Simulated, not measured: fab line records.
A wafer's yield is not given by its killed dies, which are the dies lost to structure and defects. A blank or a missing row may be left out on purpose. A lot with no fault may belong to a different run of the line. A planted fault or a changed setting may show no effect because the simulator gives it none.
Which tool was responsible?    flow nand harc    33 wafers from 11 lots sampled at 5 of the route's 1159 steps

## WHAT THE GAUGES READ, wafer by wafer
NHARC_A_ONON_D1_THK_MEAS_02: measures by ellipsometry.
lot   measured      on             thk nm (nm)
L408  day 8 00:34   film metro-02  992 992 991
L407  day 8 00:35   film metro-01  983 984 984
L409  day 8 09:53   film metro-02  993 993 992
L411  day 8 09:50   film metro-01  984 984 985
L412  day 8 14:50   film metro-02  1005 1002 1004
L418  day 10 20:14  film metro-01  1055 1055 1056 1055 1056 1055
L422  day 11 07:17  film metro-02  1060 1060 1059 1059 1060 1059
L424  day 11 14:06  film metro-02  987 985 986
L425  day 12 08:30  film metro-01  1000 1001 1002
L429  day 12 19:54  film metro-01  1004 1003 1003
L430  day 13 04:39  film metro-02  993 993 994

## WHAT TOOL EACH LOT RAN ON (gives the tool, then ch and the chambers of the sampled wafers, and finally the start)
lot   NHARC_P_BONDPAD_ETCH_12                        NHARC_A_ZERO_WELL_DESCUM_12         NHARC_A_ZERO_WELL_ETCH_13        NHARC_A_ONON_D1_DEP_00
L408  rie diel-13 ch 0,3, day 7 01:01 or earlier     rie diel-06 ch 0,1,2, day 7 01:01   rie si-04 ch 0,1, day 7 01:13    pecvd onon-03 ch 0, day 8 00:02
L407  rie diel-13 ch 0,1, day 7 03:11 or earlier     rie diel-06 ch 0,1,2, day 7 03:11   rie si-03 ch 0,2, day 7 03:23    pecvd onon-02 ch 0, day 8 00:07
L409  rie diel-13 ch 1,2,3, day 7 10:40 or earlier   rie diel-03 ch 0,1,2, day 7 10:40   rie si-03 ch 0,2,3, day 7 10:52  pecvd onon-04 ch 0, day 8 09:25
L411  rie diel-05 ch 1,3, day 7 14:32 or earlier     rie diel-04 ch 1,3, day 7 14:32     rie si-04 ch 0,2, day 7 14:44    pecvd onon-02 ch 0, day 8 09:20
L412  rie diel-13 ch 2,3, day 7 19:21 or earlier     rie diel-06 ch 1,2,3, day 7 19:21   rie si-04 ch 0,2,3, day 7 19:34  pecvd onon-03 ch 0, day 8 14:31
L418  rie diel-13 ch 1,2, day 9 21:40 or earlier     rie diel-06 ch 1,3, day 9 21:40     rie si-04 ch 0,1,3, day 9 21:53  pecvd onon-02 ch 0, day 10 19:42
L422  rie diel-13 ch 0,2, day 10 08:16 or earlier    rie diel-06 ch 0,2,3, day 10 08:16  rie si-04 ch 0,2, day 10 08:28   pecvd onon-02 ch 0, day 11 06:52
L424  rie diel-13 ch 2,3, day 10 16:36 or earlier    rie diel-04 ch 0,1,3, day 10 16:36  rie si-04 ch 0,2, day 10 16:50   pecvd onon-04 ch 0, day 11 13:35
L425  rie diel-13 ch 2,3, day 11 11:40 or earlier    rie diel-04 ch 2,3, day 11 11:40    rie si-03 ch 1,2, day 11 11:52   pecvd onon-03 ch 0, day 12 07:59
L429  rie diel-13 ch 1,3, day 11 21:16 or earlier    rie diel-03 ch 0,2,3, day 11 21:16  rie si-04 ch 1,3, day 11 21:31   pecvd onon-03 ch 0, day 12 19:23
L430  rie diel-13 ch 0,1,3, day 12 03:41 or earlier  rie diel-03 ch 0,3, day 12 03:41    rie si-03 ch 1,2, day 12 03:54   pecvd onon-03 ch 0, day 13 04:08
- NHARC_P_BONDPAD_ETCH_12: etches the open film in CHF3/O2, target depth 200 nm, time 100 s.
- NHARC_A_ZERO_WELL_DESCUM_12: chemistry O2, time 3 s.
- NHARC_A_ZERO_WELL_ETCH_13: etches the open film in HBr/Cl2, target depth 120 nm, time 40.1 s.
- NHARC_A_ONON_D1_DEP_00: target thk 1000 nm.

## WHAT THE TOOLS THEMSELVES READ (means of the sampled wafers that have a number; where no wafer has one, the mark that the record gives instead)
NHARC_P_BONDPAD_ETCH_12.
lot   tool         drypump motor current A (A)  oes product au (a.u.)  rf vpp V (V)  showerhead plenum p Torr (Torr)  throttle valve pct (%)
L408  rie diel-13  6.0                          0.972                  368.9         2.28                             20.573
L407  rie diel-13  6.2                          0.924                  371.4         2.46                             20.578
L409  rie diel-13  6.2                          0.933                  371.0         2.39                             20.580
L411  rie diel-05  5.2                          0.931                  369.6         2.34                             20.575
L412  rie diel-13  6.3                          0.932                  367.8         2.29                             20.578
L418  rie diel-13  6.4                          0.923                  370.1         2.36                             20.576
L422  rie diel-13  6.3                          0.933                  367.6         2.25                             20.572
L424  rie diel-13  6.3                          0.974                  369.9         2.29                             20.577
L425  rie diel-13  6.1                          0.930                  369.9         2.32                             20.578
L429  rie diel-13  6.0                          0.924                  370.6         2.42                             20.569
L430  rie diel-13  6.0                          0.974                  369.1         2.38                             20.569

NHARC_A_ZERO_WELL_DESCUM_12.
lot   tool         drypump motor current A (A)  oes product au (a.u.)  rf vpp V (V)  showerhead plenum p Torr (Torr)  throttle valve pct (%)
L408  rie diel-06  5.91                         0.996                  58.4          1.97                             11.313
L407  rie diel-06  5.89                         0.995                  58.2          1.97                             11.310
L409  rie diel-03  5.49                         0.994                  57.5          1.95                             11.308
L411  rie diel-04  5.88                         0.999                  57.6          1.94                             11.312
L412  rie diel-06  5.79                         1.004                  57.9          1.92                             11.307
L418  rie diel-06  5.89                         0.996                  57.6          1.86                             11.314
L422  rie diel-06  5.80                         1.002                  58.5          1.98                             11.304
L424  rie diel-04  5.82                         0.993                  58.1          1.94                             11.313
L425  rie diel-04  6.01                         0.996                  57.4          1.90                             11.319
L429  rie diel-03  5.67                         0.996                  58.4          1.95                             11.307
L430  rie diel-03  5.68                         1.002                  58.6          1.92                             11.311

NHARC_A_ZERO_WELL_ETCH_13.
lot   tool       drypump motor current A (A)  oes product au (a.u.)  throttle valve pct (%)
L408  rie si-04  5.8                          0.988                  26.412
L407  rie si-03  6.1                          0.984                  26.397
L409  rie si-03  5.8                          0.990                  26.405
L411  rie si-04  6.0                          0.992                  26.410
L412  rie si-04  5.9                          0.987                  26.407
L418  rie si-04  5.9                          0.990                  26.408
L422  rie si-04  6.0                          0.986                  26.404
L424  rie si-04  6.0                          0.981                  26.412
L425  rie si-03  6.1                          1.004                  26.404
L429  rie si-04  6.1                          0.992                  26.405
L430  rie si-03  6.0                          1.003                  26.403

## THE ANSWER, worked out from the rows above alone
Rule: usual is defined by the lots themselves. Put in order of their means at a reading, lots are off if they are a third of the lots or fewer, leave a main group of 4 or more, and stand apart from it by a gap of 3 or more times the standard deviation of the main group's means; of several such gaps the widest counts. A main group is skipped when, at the precision printed for the reading in the tables above, its means are all equal. Also off: a lot with no number at a reading for which 4 or more lots have one. Where the step has rows for the other lots, those lots are counted as sound. First the gauges in route order, then the tools' own readings, where a lot's mean is used as printed above. The first step at which some lot is off is used, and at that step the reading that is off furthest; a lot without a number counts as furthest.
Off at NHARC_A_ONON_D1_THK_MEAS_02 (thk nm): L418, L422. For the main group the mean is 993 nm and the standard deviation 7.4.
A tool fits if, at a process step before that reading, it ran every lot that is off, and no sound lot after the first of them. Gauges at NHARC_A_ONON_D1_THK_MEAS_02: tried the same way as those tools. NHARC_P_BONDPAD_ETCH_12 gives no start for some lots, so the hours and the order of its lots are those of NHARC_A_ZERO_WELL_DESCUM_12. Can't be told from this: 2 tools fit, rie diel-06 at NHARC_A_ZERO_WELL_DESCUM_12, pecvd onon-02 at NHARC_A_ONON_D1_DEP_00.

## WHAT HAD BEEN PUT IN BY THE SIMULATOR
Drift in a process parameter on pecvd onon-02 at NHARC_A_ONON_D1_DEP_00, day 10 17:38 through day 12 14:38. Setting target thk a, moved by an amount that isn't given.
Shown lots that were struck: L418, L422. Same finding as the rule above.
